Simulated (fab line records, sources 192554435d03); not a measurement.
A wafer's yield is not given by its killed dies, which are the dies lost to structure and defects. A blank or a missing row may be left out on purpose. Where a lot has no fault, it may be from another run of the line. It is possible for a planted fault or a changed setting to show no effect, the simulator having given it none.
fab line records -- flow n5_finfet -- part 1 of 2: steps 1 to 22 of 29
record lots=5, wafers=15, last_day=16
route steps=1938 shown BEOL_M4@1040
lots that met no fault: from a run of the same line without faults
start_h: hours from the record's first day to the start of the lot's first wafer shown -- wait_h: how many hours have passed since the lot's step before this one -- " identical to the entry in the row above -- L1.1+2: several wafers, shown together as one row -- - no value, or no start given -- * or withheld: withheld -- < > ~ a bound
route shown NAME@n: NAME is a module with steps in the file, n the number in the route of the first one -- usual: mean/standard deviation taken from wafers without a fault -- same: alike in all rows -- chamber/n: place in a boat -- sites: the reading at each site -- _std_site: their standard deviation -- _edge_site: mean of outer sites minus mean of inner sites -- radius_mm: how far each site lies from the wafer's centre -- mask NAME#n: copy n -- behind: the tool/chamber that last shaped the wafer -- hold: why the lot was held/for how many hours/how that ended -- device: which transistor (n, p or np) failed to switch -- end of line: at the end of the route, the tests of the same wafers -- where a step has no rows: the recipe by itself -- killed: count of dies lost to structure and defects at first sort (not the wafer's yield) -- map: dies across one wafer; x = killed, . = not, _ = none there
set.NAME: the setting the step ran with; set.NAME@STEP: the setting that earlier step ran with -- model.NAME: the simulator's own value behind a step, which no gauge read
a table for each step, a row for each wafer; lots at some steps of the route
services: when a tool's chamber went out of use (start_h, in hours from the record's first day, below 0 if earlier), for how many hours, and the reason
## steps
# step N5_BEOL_M4_ETCH_64
# recipe chemistry=N2/H2, target=SOC, target_depth_a=750, overetch_a=225, mask_material=SiARC, temp_c=40, time_s=121.9, ion_energy_ev=200, pressure_mtorr=30, source_w=840, bias_w=150, n2_flow_sccm=200, h2_flow_sccm=200
# usual drypump_motor_current_A=5.5/0.36, n2_flow_sccm=200.1/0.64, oes_product_au=0.60/0.058, rf_vpp_V=524.7/2, showerhead_plenum_p_Torr=2.57/0.071, throttle_valve_pct=17.78/0.18
# same time_s=121.9
lot.wafer,tool,chamber,start_h,wait_h,drypump_motor_current_A,n2_flow_sccm,oes_product_au,rf_hours_counter_h,rf_vpp_V,showerhead_plenum_p_Torr,throttle_valve_pct
L074.1,rie_diel-04,0,149.27,0.0,5.8,200.1,0.54,210,524.6,2.51,17.85
L074.5,rie_diel-04,0,149.27,0.0,5.8,200.3,0.55,-,523.3,2.51,17.87
L074.6,rie_diel-04,2,149.27,0.0,5.4,200.3,0.66,-,525.5,2.59,17.82
L075.1,rie_diel-04,0,168.28,0.0,5.8,200.5,0.54,217,522.6,2.51,17.89
L075.2,rie_diel-04,1,168.28,0.0,5.4,200.2,0.68,30,522.9,2.49,17.78
L075.3,rie_diel-04,3,168.28,0.0,5.6,200.0,0.65,46,524.7,2.58,17.73
L077.1,rie_diel-01,0,173.24,0.0,5.3,200.2,0.65,61,527.3,2.68,17.57
L077.2,rie_diel-01,3,173.24,0.0,5.7,200.3,0.68,39,522.4,2.48,17.59
L077.3,rie_diel-01,1,173.24,0.0,5.9,198.9,0.52,218,525.2,2.62,17.92
L089.1,rie_diel-04,1,254.41,0.0,5.5,200.8,0.65,54,522.8,2.48,17.82
L089.2,rie_diel-04,2,254.41,0.0,5.4,199.8,0.62,93,523.6,2.57,17.87
L089.6,rie_diel-04,1,254.41,0.0,5.4,199.9,0.65,-,523.2,2.48,17.84
L090.1,rie_diel-01,2,262.86,0.0,6.1,199.3,0.64,75,525.5,2.68,17.58
L090.5,rie_diel-01,2,262.86,0.0,6.1,199.7,0.64,-,526.8,2.68,17.56
L090.6,rie_diel-01,1,262.86,0.0,5.9,199.3,0.51,-,526.2,2.60,17.95
# step N5_BEOL_M4_STRIP_65
# recipe chemistry=N2/H2, temp_c=40, n2_flow_sccm=200, h2_flow_sccm=200, rf_frequency_hz=6e+07
lot.wafer,tool,chamber,start_h,wait_h
L074.1+5+6,rie_diel-04,"0,0,2",149.38,0.1
L075.1+2+3,rie_diel-04,"0,1,3",168.40,0.1
L077.1+2+3,rie_diel-01,"0,3,1",173.35,0.1
L089.1+2+6,rie_diel-04,"1,2,1",254.52,0.1
L090.1+5+6,rie_diel-01,"2,2,1",262.98,0.1
# step N5_BEOL_M4_STRIP_75
# recipe chemistry=N2/H2, temp_c=40, n2_flow_sccm=200, h2_flow_sccm=200, rf_frequency_hz=6e+07
lot.wafer,tool,chamber,start_h,wait_h
L074.1+5+6,rie_diel-04,"0,0,2",149.39,0.0
L075.1+2+3,rie_diel-04,"0,1,3",168.41,0.0
L077.1+2+3,rie_diel-01,"0,3,1",173.36,0.0
L089.1+2+6,rie_diel-04,"1,2,1",254.53,0.0
L090.1+5+6,rie_diel-01,"2,2,1",262.99,0.0
# step N5_BEOL_M4_STRIP_66
# recipe chemistry=CF4, resist=SiARC, power_w=300, bias_power_w=75, pressure_mtorr=50, cf4_flow_sccm=150, rf_frequency_hz=6e+07
# usual cf4_flow_sccm=150.0/0.45, drypump_motor_current_A=5.5/0.36, oes_product_au=0.78/0.076, rf_vpp_V=271.6/1.3, showerhead_plenum_p_Torr=1.81/0.046, throttle_valve_pct=13.57/0.19
lot.wafer,tool,chamber,start_h,wait_h,cf4_flow_sccm,drypump_motor_current_A,oes_product_au,rf_hours_counter_h,rf_vpp_V,showerhead_plenum_p_Torr,throttle_valve_pct
L074.1,rie_diel-04,0,149.40,0.0,150.0,5.8,0.71,210,272.0,1.78,13.81
L074.5,rie_diel-04,0,149.40,0.0,149.9,5.7,0.71,-,270.1,1.78,13.82
L074.6,rie_diel-04,2,149.40,0.0,150.3,5.4,0.85,-,272.0,1.82,13.49
L075.1,rie_diel-04,0,168.42,0.0,150.9,5.8,0.70,217,268.4,1.78,13.83
L075.2,rie_diel-04,1,168.42,0.0,149.5,5.4,0.87,30,271.3,1.77,13.45
L075.3,rie_diel-04,3,168.42,0.0,150.0,5.6,0.85,46,271.0,1.82,13.46
L077.1,rie_diel-01,0,173.37,0.0,149.8,5.3,0.86,61,274.1,1.89,13.34
L077.2,rie_diel-01,3,173.37,0.0,149.8,5.7,0.87,39,271.5,1.75,13.35
L077.3,rie_diel-01,1,173.37,0.0,150.4,5.9,0.69,218,272.4,1.84,13.68
L089.1,rie_diel-04,1,254.54,0.0,150.0,5.4,0.84,54,272.0,1.76,13.50
L089.2,rie_diel-04,2,254.54,0.0,150.1,5.5,0.81,94,272.7,1.81,13.57
L089.6,rie_diel-04,1,254.54,0.0,149.9,5.4,0.84,-,269.5,1.76,13.50
L090.1,rie_diel-01,2,263.00,0.0,149.9,6.0,0.82,75,273.5,1.88,13.33
L090.5,rie_diel-01,2,263.00,0.0,149.4,6.1,0.83,-,274.8,1.88,13.34
L090.6,rie_diel-01,1,263.00,0.0,150.1,5.9,0.67,-,271.3,1.83,13.75
# step N5_BEOL_M4_HM_OPEN_17
# recipe chemistry=Cl2/BCl3, target_depth_a=200, overetch_a=60, target=TiN, mask_material=SOC, ion_energy_ev=150, pressure_mtorr=10, icp_w=1000, bias_w=126, Cl2_flow_sccm=53.25, bcl3_flow_sccm=21.75, Ar_flow_sccm=25
# usual drypump_motor_current_A=5.7/0.44, oes_product_au=0.68/0.059, throttle_valve_pct=22.06/0.11
lot.wafer,tool,chamber,start_h,wait_h,drypump_motor_current_A,oes_product_au,rf_hours_counter_h,throttle_valve_pct
L074.1,rie_metal-02,0,149.44,0.0,5.6,0.65,44,21.91
L074.5,rie_metal-02,1,149.44,0.0,6.1,0.62,-,22.11
L074.6,rie_metal-02,0,149.44,0.0,5.6,0.64,-,21.94
L075.1,rie_metal-03,1,168.46,0.0,6.5,0.80,2,22.20
L075.2,rie_metal-03,0,168.46,0.0,5.6,0.63,58,21.89
L075.3,rie_metal-03,0,168.46,0.0,5.6,0.64,-,21.91
L077.1,rie_metal-01,1,173.41,0.0,5.2,0.73,22,22.03
L077.2,rie_metal-01,0,173.41,0.0,5.3,0.74,19,22.11
L077.3,rie_metal-01,0,173.41,0.0,5.3,0.75,-,22.09
L089.1,rie_metal-01,1,254.58,0.0,5.3,0.71,31,22.03
L089.2,rie_metal-01,0,254.58,0.0,5.3,0.73,25,22.08
L089.6,rie_metal-01,0,254.58,0.0,5.4,0.74,-,22.10
L090.1,rie_metal-03,0,263.04,0.0,5.6,0.61,68,21.91
L090.5,rie_metal-03,0,263.04,0.0,5.6,0.61,-,21.93
L090.6,rie_metal-03,1,263.04,0.0,6.4,0.73,-,22.22
# step N5_BEOL_M4_STRIP_19
# recipe chemistry=O2, power_w=400, temp_c=40, pressure_mtorr=30, rf_frequency_hz=6e+07, bias_power_w=0, overash_fraction=0.2, o2_flow_sccm=225
# usual drypump_motor_current_A=5.5/0.34, oes_product_au=0.80/0.074, rf_vpp_V=3.7/0.49, showerhead_plenum_p_Torr=2.12/0.056, throttle_valve_pct=16.68/0.18
lot.wafer,tool,chamber,start_h,wait_h,drypump_motor_current_A,oes_product_au,rf_hours_counter_h,rf_vpp_V,showerhead_plenum_p_Torr,throttle_valve_pct
L074.1,rie_diel-02,0,149.55,0.1,5.7,0.69,212,4.6,2.17,17.10
L074.5,rie_diel-02,1,149.55,0.1,4.7,0.83,-,4.2,2.12,16.86
L074.6,rie_diel-02,2,149.55,0.1,5.5,0.73,-,3.0,2.09,16.63
L075.1,rie_diel-02,3,168.57,0.1,5.1,0.73,170,2.3,2.17,16.60
L075.2,rie_diel-02,2,168.57,0.1,5.5,0.72,176,3.4,2.09,16.64
L075.3,rie_diel-02,1,168.57,0.1,4.6,0.83,91,3.1,2.12,16.85
L077.1,rie_diel-04,1,173.52,0.1,5.4,0.91,32,4.0,2.05,16.57
L077.2,rie_diel-04,3,173.52,0.1,5.6,0.86,48,3.4,2.14,16.65
L077.3,rie_diel-04,2,173.52,0.1,5.5,0.87,65,4.1,2.13,16.68
L089.1,rie_diel-04,1,254.75,0.1,5.4,0.86,54,3.4,2.05,16.60
L089.2,rie_diel-04,2,254.75,0.1,5.4,0.82,94,3.4,2.12,16.74
L089.6,rie_diel-04,1,254.75,0.1,5.4,0.86,-,3.0,2.05,16.61
L090.1,rie_diel-04,3,263.15,0.1,5.6,0.82,81,3.6,2.12,16.71
L090.5,rie_diel-04,2,263.15,0.1,5.4,0.83,-,3.0,2.12,16.73
L090.6,rie_diel-04,1,263.15,0.1,5.4,0.87,-,3.5,2.04,16.60
# step N5_BEOL_M4_CD_MEAS_18
# recipe pitch_nm=36, target_cd_nm=18
# usual cd_nm=17.98/0.29
lot.wafer,tool,chamber,start_h,wait_h,cd_nm
L074.1,cd_sem-03,-,149.62,0.0,17.73
L074.5,cd_sem-03,-,149.62,0.0,17.80
L074.6,cd_sem-03,-,149.62,0.0,17.75
L075.1,cd_sem-01,-,168.64,0.0,17.41
L075.2,cd_sem-01,-,168.64,0.0,17.37
L075.3,cd_sem-01,-,168.64,0.0,18.04
L077.1,cd_sem-03,-,173.59,0.0,17.51
L077.2,cd_sem-03,-,173.59,0.0,18.14
L077.3,cd_sem-03,-,173.59,0.0,17.63
L089.1,cd_sem-03,-,254.82,0.0,17.87
L089.2,cd_sem-03,-,254.82,0.0,17.83
L089.6,cd_sem-03,-,254.82,0.0,18.38
L090.1,cd_sem-01,-,263.22,0.0,18.38
L090.5,cd_sem-01,-,263.22,0.0,18.33
L090.6,cd_sem-01,-,263.22,0.0,18.20
# step N5_BEOL_M4_COAT_67
# recipe resist=SOC, temp_c=250, time_s=60, spin_rpm=1500, resist_thk_nm=60
# same time_s=60
lot.wafer,tool,chamber,start_h,wait_h
L074.1+5+6,litho_track-04,0,149.66,0.0
L075.1+2+3,litho_track-04,0,168.68,0.0
L077.1+2+3,litho_track-04,0,173.63,0.0
L089.1+2+6,litho_track-01,0,254.86,0.0
L090.1+5+6,litho_track-04,0,263.25,0.0
# step N5_BEOL_M4_COAT_68
# recipe resist=SiARC, temp_c=220, time_s=60, spin_rpm=1500, resist_thk_nm=12
# same time_s=60
lot.wafer,tool,chamber,start_h,wait_h
L074.1+5+6,litho_track-04,0,-,-
L075.1+2+3,litho_track-04,0,-,-
L077.1+2+3,litho_track-04,0,-,-
L089.1+2+6,litho_track-01,0,-,-
L090.1+5+6,litho_track-04,0,-,-
# step N5_BEOL_M4_COAT_76
# recipe resist=underlayer, temp_c=205, time_s=60, spin_rpm=1500, resist_thk_nm=5
# same time_s=60
lot.wafer,tool,chamber,start_h,wait_h
L074.1+5+6,litho_track-04,0,-,-
L075.1+2+3,litho_track-04,0,-,-
L077.1+2+3,litho_track-04,0,-,-
L089.1+2+6,litho_track-01,0,-,-
L090.1+5+6,litho_track-04,0,-,-
# step N5_BEOL_M4_COAT_22
# recipe resist=CAR-EUV, spin_rpm=1500, resist_thk_nm=30
lot.wafer,tool,chamber,start_h,wait_h
L074.1+5+6,litho_track-04,0,-,-
L075.1+2+3,litho_track-04,0,-,-
L077.1+2+3,litho_track-04,0,-,-
L089.1+2+6,litho_track-01,0,-,-
L090.1+5+6,litho_track-04,0,-,-
# step N5_BEOL_M4_EBR_24
# recipe solvent=PGMEA, ebr_width_mm=1.5
lot.wafer,tool,chamber,start_h,wait_h
L074.1+5+6,litho_track-04,0,-,-
L075.1+2+3,litho_track-04,0,-,-
L077.1+2+3,litho_track-04,0,-,-
L089.1+2+6,litho_track-01,0,-,-
L090.1+5+6,litho_track-04,0,-,-
# step N5_BEOL_M4_SOFTBAKE_23
# recipe temp_c=110, time_s=60, resist=CAR-EUV
# same time_s=60
lot.wafer,tool,chamber,start_h,wait_h
L074.1+5+6,litho_track-04,0,-,-
L075.1+2+3,litho_track-04,0,-,-
L077.1+2+3,litho_track-04,0,-,-
L089.1+2+6,litho_track-01,0,-,-
L090.1+5+6,litho_track-04,0,-,-
# step N5_BEOL_M4_EXPOSE_25
# recipe mask_id=V3, na=0.33, source_shape=quasar, sigma_inner=0.2, sigma_outer=0.8, polarization=unpolarized, defocus_nm=5, dose_mj=63
# same na=0.33
lot.wafer,tool,chamber,start_h,wait_h,mask
L074.1+5+6,euv_scanner-02,0,149.79,-,V3#0
L075.1+2+3,euv_scanner-01,0,168.81,-,V3#0
L077.1+2+3,euv_scanner-01,0,173.77,-,V3#0
L089.1+2+6,euv_scanner-02,0,254.99,-,V3#0
L090.1+5+6,euv_scanner-02,0,263.39,-,V3#0
# step N5_BEOL_M4_PEB_26
# recipe peb_temp_c=100, peb_time_s=60, resist=CAR-EUV
lot.wafer,tool,chamber,start_h,wait_h
L074.1+5+6,litho_track-04,0,149.87,0.1
L075.1+2+3,litho_track-01,0,168.89,0.1
L077.1+2+3,litho_track-04,0,173.84,0.1
L089.1+2+6,litho_track-03,0,255.07,0.1
L090.1+5+6,litho_track-04,0,263.47,0.1
# step N5_BEOL_M4_DEVELOP_27
# recipe develop_time_s=30, developer=TMAH, resist=CAR-EUV, rinse_liquid=surfactant_rinse, dry=air_spin, dev_temp_c=23
# same develop_time_s=30
lot.wafer,tool,chamber,start_h,wait_h
L074.1+5+6,litho_track-04,0,-,-
L075.1+2+3,litho_track-01,0,-,-
L077.1+2+3,litho_track-04,0,-,-
L089.1+2+6,litho_track-03,0,-,-
L090.1+5+6,litho_track-04,0,-,-
# step N5_BEOL_M4_CD_MEAS_28
# recipe target_cd_nm=26.2, landing_energy_ev=500, detector=se_inlens, target_cd_y_nm=24.1, polarity=opening
# usual cd_nm=26.17/0.23
# same landing_energy_ev=500
lot.wafer,tool,chamber,start_h,wait_h,cd_nm
L074.1,cd_sem-03,0,149.94,-,25.94
L074.5,cd_sem-03,0,149.94,-,26.34
L074.6,cd_sem-03,0,149.94,-,26.42
L075.1,cd_sem-01,0,168.96,-,26.38
L075.2,cd_sem-01,0,168.96,-,25.95
L075.3,cd_sem-01,0,168.96,-,26.36
L077.1,cd_sem-03,0,173.91,-,26.26
L077.2,cd_sem-03,0,173.91,-,26.38
L077.3,cd_sem-03,0,173.91,-,25.97
L089.1,cd_sem-01,0,255.14,-,25.61
L089.2,cd_sem-01,0,255.14,-,25.95
L089.6,cd_sem-01,0,255.14,-,26.28
L090.1,cd_sem-02,0,263.54,-,26.35
L090.5,cd_sem-02,0,263.54,-,26.45
L090.6,cd_sem-02,0,263.54,-,26.39
# step N5_BEOL_M4_OVL_MEAS_29
# recipe points_per_wafer=522
# usual V3_OVL=0.5/0.79
# same points_per_wafer=522
lot.wafer,tool,chamber,start_h,wait_h,V3_OVL[nm]
L074.1,overlay-01,0,149.97,0.0,-0.8
L074.5,overlay-01,0,149.97,0.0,-0.2
L074.6,overlay-01,0,149.97,0.0,-0.9
L075.1,overlay-01,0,168.99,0.0,0.3
L075.2,overlay-01,0,168.99,0.0,0.3
L075.3,overlay-01,0,168.99,0.0,0.1
L077.1,overlay-01,0,173.94,0.0,-0.8
L077.2,overlay-01,0,173.94,0.0,-0.2
L077.3,overlay-01,0,173.94,0.0,0.4
L089.1,overlay-02,0,255.17,0.0,1.2
L089.2,overlay-02,0,255.17,0.0,0.0
L089.6,overlay-02,0,255.17,0.0,0.1
L090.1,overlay-02,0,263.57,0.0,0.2
L090.5,overlay-02,0,263.57,0.0,0.0
L090.6,overlay-02,0,263.57,0.0,0.3
# step N5_BEOL_M4_INSPECT_30
# recipe mode=adi, inspect_instrument=brightfield
# usual raw_defect_count=456/83
lot.wafer,tool,chamber,start_h,wait_h,raw_defect_count
L074.1,defect_inspect-01,-,150.03,0.1,334
L074.5,defect_inspect-01,-,150.03,0.1,399
L074.6,defect_inspect-01,-,150.03,0.1,306
L075.1,defect_inspect-02,-,169.06,0.1,475
L075.2,defect_inspect-02,-,169.06,0.1,472
L075.3,defect_inspect-02,-,169.06,0.1,390
L077.1,defect_inspect-02,-,174.00,0.1,401
L077.2,defect_inspect-02,-,174.00,0.1,368
L077.3,defect_inspect-02,-,174.00,0.1,372
L089.1,defect_inspect-02,-,255.23,0.1,540
L089.2,defect_inspect-02,-,255.23,0.1,560
L089.6,defect_inspect-02,-,255.23,0.1,673
L090.1,defect_inspect-02,-,263.62,0.1,474
L090.5,defect_inspect-02,-,263.62,0.1,453
L090.6,defect_inspect-02,-,263.62,0.1,453
# step N5_BEOL_M4_DESCUM_33
# recipe chemistry=O2, time_s=7, source_power_w=50, bias_power_w=20, pressure_mtorr=20, rf_frequency_hz=2.712e+07, temp_c=40, resist=CAR-EUV, o2_flow_sccm=225
# usual drypump_motor_current_A=5.5/0.32, oes_product_au=0.80/0.072, rf_vpp_V=243.5/1.2, showerhead_plenum_p_Torr=2.11/0.055, throttle_valve_pct=20.45/0.16
# same time_s=7
lot.wafer,tool,chamber,start_h,wait_h,drypump_motor_current_A,oes_product_au,rf_hours_counter_h,rf_vpp_V,showerhead_plenum_p_Torr,throttle_valve_pct
L074.1,rie_diel-01,0,150.06,0.0,5.3,0.88,53,245.7,2.21,20.14
L074.5,rie_diel-01,0,150.06,0.0,5.3,0.88,-,244.6,2.21,20.18
L074.6,rie_diel-01,1,150.06,0.0,5.9,0.69,-,244.8,2.15,20.41
L075.1,rie_diel-02,3,169.09,0.0,5.1,0.73,170,245.7,2.17,20.32
L075.2,rie_diel-02,1,169.09,0.0,4.7,0.83,91,243.8,2.11,20.62
L075.3,rie_diel-02,2,169.09,0.0,5.5,0.73,177,242.4,2.09,20.38
L077.1,rie_diel-04,0,174.04,0.0,5.7,0.71,220,244.0,2.07,20.63
L077.2,rie_diel-04,1,174.04,0.0,5.4,0.90,32,241.7,2.05,20.36
L077.3,rie_diel-04,2,174.04,0.0,5.4,0.86,65,245.2,2.13,20.46
L089.1,rie_diel-04,2,255.26,0.0,5.4,0.82,94,243.5,2.12,20.52
L089.2,rie_diel-04,0,255.26,0.0,5.8,0.69,246,242.8,2.06,20.65
L089.6,rie_diel-04,2,255.26,0.0,5.4,0.82,-,243.2,2.12,20.51
L090.1,rie_diel-04,1,264.10,0.5,5.4,0.86,58,242.7,2.04,20.39
L090.5,rie_diel-04,1,264.10,0.5,5.4,0.86,-,243.2,2.04,20.39
L090.6,rie_diel-04,2,264.10,0.5,5.4,0.82,-,244.3,2.12,20.51
# step N5_BEOL_M4_ETCH_77
# recipe chemistry=N2/H2, target=underlayer, target_depth_a=65, mask_material=CAR-EUV, time_s=5.2, ion_energy_ev=200, pressure_mtorr=30, source_w=840, bias_w=150, n2_flow_sccm=200, h2_flow_sccm=200, ends=cleared
# usual drypump_motor_current_A=5.5/0.32, etch_rf_on_time_s=5.17/0.066, n2_flow_sccm=200.0/0.65, oes_product_au=0.69/0.061, rf_vpp_V=524.3/2.1, showerhead_plenum_p_Torr=2.56/0.066, throttle_valve_pct=17.86/0.18
lot.wafer,tool,chamber,start_h,wait_h,drypump_motor_current_A,etch_rf_on_time_s,n2_flow_sccm,oes_product_au,rf_hours_counter_h,rf_vpp_V,showerhead_plenum_p_Torr,throttle_valve_pct
L074.1,rie_diel-01,0,150.10,0.0,5.2,5.21,200.6,0.75,53,525.3,2.69,17.59
L074.5,rie_diel-01,0,150.10,0.0,5.2,5.10,199.1,0.76,-,528.1,2.69,17.61
L074.6,rie_diel-01,1,150.10,0.0,5.9,5.12,200.2,0.60,-,526.3,2.62,17.91
L075.1,rie_diel-02,3,169.12,0.0,5.1,5.30,200.6,0.63,170,526.3,2.64,17.77
L075.2,rie_diel-02,1,169.12,0.0,4.7,5.23,201.1,0.69,91,523.1,2.57,18.03
L075.3,rie_diel-02,2,169.12,0.0,5.5,5.22,198.8,0.62,177,522.5,2.52,17.72
L077.1,rie_diel-04,0,174.07,0.0,5.8,5.25,200.2,0.60,220,522.0,2.51,17.93
L077.2,rie_diel-04,1,174.07,0.0,5.4,5.16,200.1,0.77,32,523.1,2.49,17.88
L077.3,rie_diel-04,2,174.07,0.0,5.4,5.15,200.0,0.73,65,525.6,2.58,17.88
L089.1,rie_diel-04,2,255.30,0.0,5.5,5.15,200.7,0.70,94,526.1,2.57,17.92
L089.2,rie_diel-04,0,255.30,0.0,5.8,5.30,200.5,0.58,246,524.0,2.50,17.96
L089.6,rie_diel-04,2,255.30,0.0,5.4,5.17,199.7,0.71,-,523.0,2.57,17.93
L090.1,rie_diel-04,1,264.13,0.0,5.4,5.11,198.9,0.72,58,521.5,2.48,17.90
L090.5,rie_diel-04,1,264.13,0.0,5.4,5.16,200.0,0.72,-,523.2,2.48,17.88
L090.6,rie_diel-04,2,264.13,0.0,5.4,5.10,200.6,0.71,-,525.6,2.57,17.93
# step N5_BEOL_M4_ETCH_69
# recipe chemistry=CF4, target=SiARC, target_depth_a=156, mask_material=CAR-EUV, time_s=26, ion_energy_ev=80, pressure_mtorr=40, source_w=545, bias_w=36, Ar_flow_sccm=100, cf4_flow_sccm=100, ends=cleared
# usual cf4_flow_sccm=99.97/0.26, drypump_motor_current_A=5.5/0.32, etch_rf_on_time_s=25.9/0.37, oes_product_au=0.69/0.062, rf_vpp_V=184.3/1.1, showerhead_plenum_p_Torr=2.16/0.053, throttle_valve_pct=15.61/0.17
lot.wafer,tool,chamber,start_h,wait_h,cf4_flow_sccm,drypump_motor_current_A,etch_rf_on_time_s,oes_product_au,rf_hours_counter_h,rf_vpp_V,showerhead_plenum_p_Torr,throttle_valve_pct
L074.1,rie_diel-01,0,150.11,0.0,99.90,5.3,25.5,0.76,53,184.9,2.26,15.35
L074.5,rie_diel-01,0,150.11,0.0,100.21,5.3,25.5,0.76,-,185.2,2.26,15.34
L074.6,rie_diel-01,1,150.11,0.0,100.26,5.9,25.6,0.60,-,184.5,2.21,15.68
L075.1,rie_diel-02,3,169.14,0.0,100.02,5.1,26.5,0.64,170,185.4,2.22,15.58
L075.2,rie_diel-02,1,169.14,0.0,100.24,4.6,26.0,0.71,91,184.0,2.16,15.77
L075.3,rie_diel-02,2,169.14,0.0,99.85,5.5,26.3,0.62,177,183.0,2.13,15.55
L077.1,rie_diel-04,0,174.09,0.0,100.01,5.7,26.4,0.61,220,183.7,2.12,15.80
L077.2,rie_diel-04,1,174.09,0.0,99.89,5.4,25.8,0.76,32,183.8,2.10,15.49
L077.3,rie_diel-04,2,174.09,0.0,99.81,5.4,25.5,0.74,65,185.1,2.17,15.58
L089.1,rie_diel-04,2,255.31,0.0,99.75,5.4,25.8,0.70,94,183.4,2.16,15.64
L089.2,rie_diel-04,0,255.31,0.0,100.09,5.7,26.3,0.59,246,183.8,2.11,15.87
L089.6,rie_diel-04,2,255.31,0.0,99.93,5.4,25.7,0.70,-,184.0,2.16,15.62
L090.1,rie_diel-04,1,264.15,0.0,99.80,5.4,25.8,0.73,58,182.4,2.09,15.54
L090.5,rie_diel-04,1,264.15,0.0,99.68,5.4,25.6,0.73,-,182.9,2.09,15.55
L090.6,rie_diel-04,2,264.15,0.0,100.44,5.4,25.5,0.71,-,184.4,2.16,15.63
